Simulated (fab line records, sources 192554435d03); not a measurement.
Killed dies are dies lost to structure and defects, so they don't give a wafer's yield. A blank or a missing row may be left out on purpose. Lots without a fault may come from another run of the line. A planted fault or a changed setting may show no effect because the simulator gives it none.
fab line records | flow n5_finfet
record lots=12 wafers=30 last_day=17
route steps=1938 shown BEOL_M3@941 BEOL_M4@1111 TV_LITHO@1884 PASSIVATION@1911
lots that met no fault: from a run of the same line without faults
start_h: hours from the record's first day to the start of the lot's first wafer shown | wait_h: hours since the lot's step before | " the same as in the row above | L1.1+2: a row that stands for several wafers | - no value, or no start given | * or withheld: withheld | < > ~ a bound
route shown NAME@n: a module of which the file shows steps, and the number in the route of the first | usual: mean/standard deviation of fault-free wafers | same: alike in all rows | chamber/n: place in a boat | sites: the reading at each site | _std_site: their standard deviation | _edge_site: outer sites' mean less inner sites' | radius_mm: how far each site lies from the wafer's centre | mask NAME#n: copy n | behind: the tool/chamber that last shaped the wafer | hold: why the lot was held/for how many hours/how that ended | device: the transistor (n, p or np) that didn't switch | end of line: the same wafers' tests at the end of the route | a step without rows: its recipe alone | killed: dies lost to structure and defects at the first sort, not the wafer's yield | map: a wafer's dies, x killed, . not, _ none there
set.NAME: the setting as run; set.NAME@STEP: as run at that earlier step | model.NAME: the simulator's own value behind a step, which no gauge read
steps of the route over a sample of lots; a table a step, a row a wafer
services: from which hour (start_h, from the record's first day; less than 0 if before it) a tool's chamber was out of use, for how many hours, and why
## steps
# step N5_BEOL_M3_EXPOSE_08
# recipe mask_id=M3 na=0.33 source_shape=dipole sigma_inner=0.369 sigma_outer=0.767 polarization=unpolarized dose_mj=33
# columns lot.wafer tool chamber start_h wait_h mask
L212.4+5+6 euv_scanner-02 0 148.01 - M3#0
L215.2+3 euv_scanner-02 0 164.95 - M3#0
L214.3+6 euv_scanner-02 0 165.79 - M3#0
L216.1+2 euv_scanner-02 0 171.22 - M3#0
L217.3+5 euv_scanner-01 0 173.49 - M3#0
L218.1+6 euv_scanner-01 0 184.07 - M3#0
L222.2+5 euv_scanner-02 0 207.48 - M3#0
L223.2+3+6 euv_scanner-02 0 215.24 - M3#0
L224.3+5+6 euv_scanner-01 0 221.23 - M3#0
L226.1+2+3 euv_scanner-01 0 231.21 - M3#0
L232.2+5+6 euv_scanner-02 0 264.35 - M3#0
L234.2+4+6 euv_scanner-02 0 285.46 - M3#0
# step N5_BEOL_M4_RC_MEAS_101
# usual DIBL_N=36.0/1.9 DIBL_P=35.6/2.4 IOFF_N=0.16/0.036 IOFF_P=0.21/0.04 ION_N=673/14 ION_P=460/8.9 SS_N=71.5/0.67 SS_P=73.2/0.73 VT_N=249/3.6 VT_P=-250/3.7
# columns lot.wafer tool chamber start_h wait_h DIBL_N[mV/V] DIBL_P[mV/V] IOFF_N[nA/um] IOFF_P[nA/um] ION_N[uA/um] ION_P[uA/um] SS_N[mV/dec] SS_P[mV/dec] VT_N[mV] VT_P[mV]
L212.4 prober-02 0 169.38 0.5 35.0 35.2 0.15 0.16 683 458 72.3 72.4 252 -255
L212.5 " 0 " " 31.5 31.6 0.10 0.12 661 449 70.8 71.6 259 -261
L212.6 " 0 " " 34.7 35.5 0.14 0.16 668 456 71.4 72.9 252 -256
L215.2 prober-01 0 184.11 0.2 33.6 33.5 0.14 0.19 665 457 70.7 72.8 250 -251
L215.3 " 0 " " 33.5 33.5 0.15 0.19 677 464 71.2 73.3 249 -249
L214.3 prober-02 0 189.14 0.3 34.4 32.6 0.13 0.18 668 460 70.8 73.0 253 -249
L214.6 " 0 " " 36.4 34.7 0.14 0.20 657 455 71.3 73.0 256 -248
L216.1 prober-01 0 190.21 0.0 36.7 37.2 0.18 0.23 685 469 72.5 73.4 247 -248
L216.2 " 0 " " 34.4 34.3 0.12 0.18 660 457 71.1 73.0 254 -251
L217.3 prober-02 0 193.70 0.3 36.6 37.3 0.16 0.23 659 465 71.3 73.2 249 -249
L217.5 " 0 " " 34.7 34.8 0.13 0.19 662 457 70.4 72.6 254 -251
L218.1 prober-02 0 200.89 0.0 36.5 36.3 0.15 0.19 666 454 71.7 73.6 250 -254
L218.6 " 0 " " 36.1 36.6 0.15 0.20 663 454 72.0 73.5 250 -251
L222.2 prober-01 0 227.67 0.2 35.5 35.0 0.14 0.18 663 460 71.0 72.9 250 -253
L222.5 " 0 " " 33.9 32.8 0.11 0.15 653 453 70.6 72.7 255 -254
L223.2 prober-01 0 231.46 0.2 37.1 36.9 0.19 0.23 683 465 71.3 74.6 246 -250
L223.3 " 0 " " 40.2 39.4 0.22 0.28 673 464 71.7 74.8 246 -246
L223.6 " 0 " " 37.7 37.0 0.19 0.22 681 464 71.9 74.1 247 -247
L224.3 prober-01 0 246.43 0.3 37.0 37.4 0.19 0.23 686 465 71.6 73.4 245 -247
L224.5 " 0 " " 33.4 31.9 0.10 0.16 642 451 70.7 71.4 256 -256
L224.6 " 0 " " 35.2 34.6 0.15 0.19 674 461 70.6 73.1 249 -252
L226.1 prober-01 0 247.05 0.2 35.7 35.6 0.18 0.18 687 467 71.5 73.8 246 -254
L226.2 " 0 " " 38.1 37.6 0.21 0.20 684 460 72.3 73.6 246 -252
L226.3 " 0 " " 35.8 35.8 0.17 0.18 689 460 71.5 73.9 246 -252
L232.2 prober-01 0 286.13 0.2 33.6 33.4 0.13 0.21 656 457 71.0 73.3 249 -245
L232.5 " 0 " " 33.4 34.0 0.12 0.21 667 469 70.7 72.3 253 -245
L232.6 " 0 " " 35.7 36.4 0.15 0.25 667 461 72.1 74.2 248 -247
L234.2 prober-02 0 310.84 0.2 34.9 36.5 0.16 0.20 684 467 71.0 72.7 248 -249
L234.4 " 0 " " 34.4 35.7 0.15 0.19 678 459 71.3 72.7 251 -254
L234.6 " 0 " " 34.5 35.4 0.14 0.18 664 456 71.2 72.9 250 -253
# step N5_PASSIVATION_OVL_MEAS_60
# recipe points_per_wafer=44
# usual TV_OVL=3/5
# columns lot.wafer tool chamber start_h wait_h TV_OVL[nm]
L212.4 overlay-01 0 265.94 0.0 -3
L212.5 " 0 " " -3
L212.6 " 0 " " 6
L215.2 overlay-02 0 278.02 0.0 10
L215.3 " 0 " " -1
L214.3 overlay-02 0 279.99 0.0 13
L214.6 " 0 " " 7
L217.3 overlay-01 0 285.44 0.0 0
L217.5 " 0 " " 9
L216.1 overlay-02 0 290.73 0.0 0
L216.2 " 0 " " 2
L218.1 overlay-02 0 297.55 0.0 -1
L218.6 " 0 " " 7
L222.2 overlay-01 0 317.33 0.0 9
L222.5 " 0 " " 6
L223.2 overlay-01 0 317.49 0.0 3
L223.3 " 0 " " -4
L223.6 " 0 " " 0
L226.1 overlay-01 0 337.45 0.0 4
L226.2 " 0 " " 9
L226.3 " 0 " " 2
L224.3 overlay-01 0 338.29 0.0 5
L224.5 " 0 " " 9
L224.6 " 0 " " -3
L232.2 overlay-01 0 377.01 0.0 3
L232.5 " 0 " " -13
L232.6 " 0 " " 0
L234.2 overlay-01 0 407.51 0.0 0
L234.4 " 0 " " 2
L234.6 " 0 " " 2
# step N5_PASSIVATION_STRIP_34
# recipe chemistry=O2 power_w=600 temp_c=60 pressure_mtorr=30 rf_frequency_hz=6e+07 bias_power_w=0 overash_fraction=2 o2_flow_sccm=225
# usual drypump_motor_current_A=5.8/0.49 oes_product_au=0.79/0.083 rf_vpp_V=3.6/1.7 showerhead_plenum_p_Torr=2.07/0.043 throttle_valve_pct=16.77/0.17
# columns lot.wafer tool chamber start_h wait_h drypump_motor_current_A oes_product_au rf_hours_counter_h rf_vpp_V showerhead_plenum_p_Torr throttle_valve_pct
L212.4 rie_diel-04 1 268.61 0.2 5.4 0.83 87 4.3 2.13 16.78
L212.5 " 3 " " 6.0 0.89 - 2.0 2.04 16.40
L212.6 " 2 " " 5.3 0.89 - 2.4 2.07 16.56
L215.2 rie_diel-05 1 280.55 0.1 5.8 0.84 87 2.4 2.06 16.81
L215.3 " 3 " " 4.9 0.87 62 3.0 2.03 16.49
L214.3 rie_diel-01 0 283.64 0.1 6.3 0.73 178 2.1 2.10 16.83
L214.6 " 2 " " 5.3 0.72 - 2.5 2.16 16.77
L217.3 rie_diel-01 0 288.18 0.1 6.3 0.71 181 5.5 2.10 16.86
L217.5 " 0 " " 6.3 0.75 - 2.1 2.10 16.84
L216.1 rie_diel-05 2 293.26 0.1 6.7 0.71 226 6.2 2.05 17.11
L216.2 " 1 " " 5.8 0.83 90 6.2 2.06 16.85
L218.1 rie_diel-01 0 300.17 0.2 6.3 0.71 185 4.8 2.10 16.83
L218.6 " 2 " " 5.3 0.72 - 1.9 2.16 16.75
L222.2 rie_diel-04 0 319.59 0.1 5.9 0.72 176 5.2 1.99 16.63
L222.5 " 3 " " 6.0 0.86 - 3.5 2.04 16.46
L223.2 rie_diel-01 3 319.65 0.1 6.0 0.76 149 5.0 2.08 16.81
L223.3 " 3 " " 6.0 0.76 - 5.0 2.08 16.78
L223.6 " 3 " " 5.9 0.79 - 4.8 2.08 16.80
L226.1 rie_diel-01 1 339.62 0.1 5.8 0.94 17 5.7 2.07 16.94
L226.2 " 0 " " 6.3 0.72 200 3.9 2.10 16.88
L226.3 " 3 " " 6.0 0.72 157 7.4 2.07 16.81
L224.3 rie_diel-01 3 341.76 0.2 5.9 0.76 158 4.0 2.07 16.75
L224.5 " 0 " " 6.3 0.71 - 2.2 2.10 16.83
L224.6 " 1 " " 5.8 0.91 - 0.9 2.07 16.94
L232.2 rie_diel-05 3 379.62 0.2 5.0 0.85 96 4.1 2.02 16.58
L232.5 " 3 " " 5.0 0.83 - 3.6 2.02 16.60
L232.6 " 2 " " 6.7 1.00 - 4.9 2.04 16.61
L234.2 rie_diel-05 0 410.30 0.2 5.1 0.76 150 3.6 2.01 16.60
L234.4 " 2 " " 6.6 0.98 11 4.3 2.04 16.62
L234.6 " 3 " " 4.9 0.82 - 2.8 2.02 16.56
# step N5_PASSIVATION_OVL_MEAS_66
# recipe points_per_wafer=44
# usual PASS_OPEN_OVL=3/4.3
# columns lot.wafer tool chamber start_h wait_h PASS_OPEN_OVL[nm]
L212.4 overlay-02 0 269.69 0.0 1
L212.5 " 0 " " 5
L212.6 " 0 " " 4
L215.2 overlay-02 0 281.75 0.0 2
L215.3 " 0 " " -1
L214.3 overlay-02 0 284.71 0.0 1
L214.6 " 0 " " 5
L217.3 overlay-02 0 289.25 0.0 4
L217.5 " 0 " " -2
L216.1 overlay-01 0 294.35 0.0 5
L216.2 " 0 " " 3
L218.1 overlay-02 0 301.37 0.0 -8
L218.6 " 0 " " 5
L223.2 overlay-02 0 320.74 0.0 2
L223.3 " 0 " " 1
L223.6 " 0 " " -2
L222.2 overlay-01 0 321.06 0.0 3
L222.5 " 0 " " 4
L226.1 overlay-01 0 340.69 0.0 11
L226.2 " 0 " " 10
L226.3 " 0 " " 5
L224.3 overlay-01 0 342.96 0.0 0
L224.5 " 0 " " -1
L224.6 " 0 " " -1
L232.2 overlay-02 0 381.10 0.0 8
L232.5 " 0 " " 6
L232.6 " 0 " " 2
L234.2 overlay-01 0 411.41 0.0 6
L234.4 " 0 " " -1
L234.6 " 0 " " 1
# step N5_PASSIVATION_PROBE_49
# usual defect_limited_yield=91.2/1.4 killed_at_M0_to_M3=32/9.3 killed_at_M4_up=14/4.9 killed_at_contacts=15/7.5 killed_at_front_end=40/11 killed_at_other=4/3.3 killed_dies=104/17 killed_open=68/14 killed_short=33/7.9 sort_bin_5_function=5.2/0.99 sort_bin_6_memory=3.2/0.65 sort_bin_8_speed=0.03/0.19 sort_n_pass=1076/17 sort_yield_pct=91.1/1.5
# same gross_dies=1180 killed_at_back_side=0 sort_bin_4_leakage[%]=0
# columns lot.wafer tool chamber start_h wait_h defect_limited_yield[%] killed_at_M0_to_M3 killed_at_M4_up killed_at_contacts killed_at_front_end killed_at_other killed_dies killed_open killed_short sort_bin_5_function[%] sort_bin_6_memory[%] sort_bin_8_speed[%] sort_n_pass sort_yield_pct[%]
L212.4 prober-01 - 272.95 0.2 91.9 18 25 20 26 7 96 67 29 4.8 3.2 0 1084 91.9
L212.5 prober-01 - 273.00 0.2 92.3 34 16 13 27 1 91 64 27 4.2 3.1 0 1089 92.3
L212.6 prober-01 - 273.05 0.3 93.9 26 11 7 27 1 72 54 17 3.9 1.9 0 1108 93.9
L217.3 prober-01 - 292.64 0.1 90.7 25 13 9 59 4 110 68 37 5.7 3.6 0 1070 90.7
L217.5 prober-01 - 292.74 0.2 90.6 32 14 19 34 12 111 75 32 5.2 3.9 0 1069 90.6
L223.2 prober-01 - 324.11 0.1 91.4 28 12 9 50 3 102 58 40 5.5 2.8 0 1078 91.4
L223.3 prober-01 - 324.16 0.1 93.0 22 10 11 39 1 83 61 20 4.3 2.5 0 1097 93.0
L223.6 prober-01 - 324.31 0.3 91.3 35 16 7 44 1 103 64 31 4.9 2.8 0 1077 91.3
L226.1 prober-01 - 343.91 0.0 86.7 90 12 14 38 3 157 67 28 7.8 5.3 0 1023 86.7
L226.2 prober-01 - 343.96 0.1 92.1 16 9 9 56 3 93 46 29 3.6 2.8 0 1087 92.1
L226.3 prober-01 - 344.01 0.1 89.0 67 1 12 28 22 130 35 23 6.2 4.5 0 1050 89.0
L224.3 prober-02 - 346.16 0.1 82.3 87 28 14 63 17 209 98 30 11.2 5.9 0 971 82.3
L224.5 prober-02 - 346.26 0.2 84.4 102 18 20 40 4 184 81 36 8.6 6.5 0.17 994 84.2
L224.6 prober-02 - 346.31 0.3 88.6 54 9 26 36 10 135 92 36 7.3 3.5 0 1045 88.6
L232.5 prober-02 - 384.83 0.2 90.2 18 21 11 64 2 116 82 33 5.0 4.7 0 1064 90.2
L232.6 prober-02 - 384.88 0.3 92.5 20 9 12 43 4 88 65 21 4.7 2.6 0 1092 92.5
# killed by level:class
L212.4 MOL_CONTACT_COAG:geometric_particle:open=18 BEOL_M4:geometric_particle:open=12 STI_FIN_REVEAL:geometric_particle:open=8 BEOL_M0_SAQP:geometric_particle:short=6 BEOL_M5:geometric_particle:open=6 BEOL_M0_SAQP:geometric_particle:open=4 STARTING-WAFER:geometric_particle:short=4 BEOL_M0:geometric_particle:open=3
L212.5 BEOL_M1:geometric_particle:open=10 MOL_CONTACT_COAG:geometric_particle:open=9 FIN_SAQP:geometric_particle:open=6 STI_FIN_REVEAL:geometric_particle:open=6 BEOL_M0:geometric_particle:open=6 BEOL_M0_SAQP:geometric_particle:open=5 BEOL_M4:geometric_particle:open=5 MOL_CONTACT_COAG:geometric_particle:short=4
L212.6 BEOL_M1:geometric_particle:open=10 STI_FIN_REVEAL:geometric_particle:open=9 MOL_CONTACT_COAG:geometric_particle:open=7 BEOL_M0_SAQP:geometric_particle:open=7 FIN_SAQP:geometric_particle:open=4 BEOL_M5:geometric_particle:open=4 STARTING-WAFER:geometric_particle:short=3 FIN_SAQP:geometric_particle:short=2
L217.3 FIN_SAQP:geometric_particle:short=16 FIN_SAQP:geometric_particle:open=11 BEOL_M3:geometric_particle:open=11 BEOL_M4:geometric_particle:open=9 STI_FIN_REVEAL:geometric_particle:open=8 MOL_CONTACT_COAG:geometric_particle:open=7 BEOL_M2:geometric_particle:open=6 STARTING-WAFER:geometric_particle:open=5
L217.5 MOL_CONTACT_COAG:geometric_particle:open=14 FIN_SAQP:geometric_particle:open=8 BEOL_M3:geometric_particle:open=7 BEOL_M2:geometric_particle:open=7 FIN_SAQP:geometric_particle:short=6 STI_FIN_REVEAL:geometric_particle:open=5 BEOL_M0_SAQP:geometric_particle:short=5 MOL_CONTACT_COAG:geometric_particle:short=5
L223.2 FIN_SAQP:geometric_particle:short=19 BEOL_M0_SAQP:geometric_particle:open=11 MOL_CONTACT_COAG:geometric_particle:open=9 FIN_SAQP:geometric_particle:open=6 GATE_CUT:geometric_particle:short=6 BEOL_M1:geometric_particle:open=5 BEOL_M5:geometric_particle:open=5 STARTING-WAFER:geometric_particle:open=5
L223.3 FIN_SAQP:geometric_particle:open=13 FIN_SAQP:geometric_particle:short=10 MOL_CONTACT_COAG:geometric_particle:open=10 BEOL_M2:geometric_particle:open=8 BEOL_M3:geometric_particle:open=6 GATE_CUT:geometric_particle:open=5 BEOL_M1:geometric_particle:open=4 DUMMY_GATE:geometric_particle:open=3
L223.6 BEOL_M0_SAQP:geometric_particle:open=10 BEOL_M0_SAQP:geometric_particle:short=9 FIN_SAQP:geometric_particle:open=8 BEOL_M4:geometric_particle:open=8 HKMG_FIN:area_etch=7 DUMMY_GATE:geometric_particle:open=6 MOL_CONTACT_COAG:geometric_particle:open=6 BEOL_M2:geometric_particle:open=6
L226.1 BEOL_M3:area_expose=59 MOL_CONTACT_COAG:geometric_particle:open=11 FIN_SAQP:geometric_particle:open=10 STI_FIN_REVEAL:geometric_particle:open=10 BEOL_M3:geometric_particle:open=8 BEOL_M0_SAQP:geometric_particle:short=7 BEOL_M0_SAQP:geometric_particle:open=6 BEOL_M2:geometric_particle:open=5
L226.2 HKMG_FIN:area_etch=16 FIN_SAQP:geometric_particle:short=9 FIN_SAQP:geometric_particle:open=7 MOL_CONTACT_COAG:geometric_particle:open=6 BEOL_M2:geometric_particle:open=5 STI_FIN_REVEAL:geometric_particle:open=4 BEOL_M3:geometric_particle:open=4 STI_FIN_REVEAL:geometric_particle:short=3
L226.3 BEOL_M3:area_expose=50 PASSIVATION:area_etch=22 MOL_CONTACT_COAG:geometric_particle:open=11 BEOL_M0_SAQP:geometric_particle:open=6 BEOL_M0_SAQP:geometric_particle:short=6 FIN_SAQP:geometric_particle:open=4 FIN_CUT:geometric_particle:short=4 FIN_SAQP:geometric_particle:short=3
L224.3 BEOL_M3:area_expose=65 STI_FIN_REVEAL:geometric_particle:open=35 BEOL_M4:geometric_particle:open=18 PASSIVATION:area_etch=15 MOL_CONTACT_COAG:geometric_particle:open=12 BEOL_M2:geometric_particle:open=7 GATE_CUT:geometric_particle:short=6 GATE_CUT:geometric_particle:open=5
L224.5 BEOL_M3:area_expose=66 STI_FIN_REVEAL:geometric_particle:open=12 MOL_CONTACT_COAG:geometric_particle:open=11 BEOL_M2:geometric_particle:open=11 BEOL_M4:geometric_particle:open=9 MOL_CONTACT_COAG:geometric_particle:short=8 BEOL_M1:geometric_particle:open=8 GATE_CUT:geometric_particle:short=6
L224.6 MOL_CONTACT_COAG:geometric_particle:open=22 BEOL_M0_SAQP:geometric_particle:short=14 STI_FIN_REVEAL:geometric_particle:open=10 BEOL_M2:geometric_particle:open=9 BEOL_M3:geometric_particle:open=8 GATE_CUT:geometric_particle:open=7 BEOL_M0_SAQP:geometric_particle:open=7 BEOL_M1:geometric_particle:open=7
L232.5 FIN_SAQP:geometric_particle:open=11 STI_FIN_REVEAL:geometric_particle:open=11 MOL_CONTACT_COAG:geometric_particle:open=10 BEOL_M4:geometric_particle:open=9 DUMMY_GATE:geometric_particle:open=6 STI_FIN_REVEAL:geometric_particle:short=6 BEOL_M3:geometric_particle:open=6 FIN_SAQP:geometric_particle:short=5
L232.6 STI_FIN_REVEAL:geometric_particle:open=15 FIN_SAQP:geometric_particle:open=10 MOL_CONTACT_COAG:geometric_particle:open=10 BEOL_M3:geometric_particle:open=7 BEOL_M4:geometric_particle:open=5 ILD0:geometric_particle:short=4 ILD0:geometric_particle:open=3 BEOL_M1:geometric_particle:open=3
## services
# columns tool chamber start_h hours kind
euv_scanner-02 - 156.86 1.0 pm
euv_scanner-01 - 173.61 1.0 pm
euv_scanner-02 - 182.37 4.6 pm
rie_diel-05 0 185.05 3.2 repair
euv_scanner-02 - 213.01 1.0 pm
euv_scanner-01 - 214.02 4.6 pm
rie_diel-05 1 230.89 5.4 repair
euv_scanner-02 - 238.46 22.8 repair
euv_scanner-02 - 269.16 1.0 pm
euv_scanner-01 - 285.95 1.0 pm
rie_diel-05 2 298.44 8.7 repair
rie_diel-01 2 319.59 4.7 repair
euv_scanner-02 - 325.31 1.0 pm
rie_diel-05 3 327.61 10.9 repair
euv_scanner-01 - 336.02 5.8 pm
euv_scanner-01 - 342.06 1.0 pm
rie_diel-01 - 342.20 0.2 repair
euv_scanner-01 - 346.05 2.3 repair
euv_scanner-02 - 354.97 4.6 pm
rie_diel-05 - 357.67 2.8 pm
euv_scanner-02 - 368.31 0.2 repair
euv_scanner-01 - 369.36 0.9 repair
euv_scanner-02 - 381.46 1.0 pm
euv_scanner-01 - 385.96 4.6 pm
## key
first_sign step=N5_PASSIVATION_PROBE_49 reading=killed_at_M0_to_M3 direction=up sigmas=5.9 usual=32 struck=86
effect step=N5_PASSIVATION_PROBE_49 reading=defect_limited_yield direction=down sigmas=3.9 usual=91.2 struck=85.6
more_kills_born_at N5_BEOL_M3_EXPOSE_08@euv_scanner-01=240
met_at N5_BEOL_M3_EXPOSE_08
struck_lots L224,L226
struck_wafers L224.3,L224.5,L226.1,L226.3
baseline_loss step=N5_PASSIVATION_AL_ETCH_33 wafers=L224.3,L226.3
baseline_loss step=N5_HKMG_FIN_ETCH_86 wafers=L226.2
not_acting_at N5_PASSIVATION_OVL_MEAS_60,N5_PASSIVATION_STRIP_34,N5_PASSIVATION_OVL_MEAS_66
onset_between 184.07 221.23
fault kind=process_parameter_drift tool=euv_scanner-01 chamber=- onset_h=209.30 steps=N5_BEOL_M3_EXPOSE_08 channel=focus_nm offset=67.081 shape=step end_h=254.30 scope=struck_wafers_only
# baseline_loss: these wafers lose ten dies or more at that step, a loss of the line's own and not of a fault; the sort's usual values leave them out
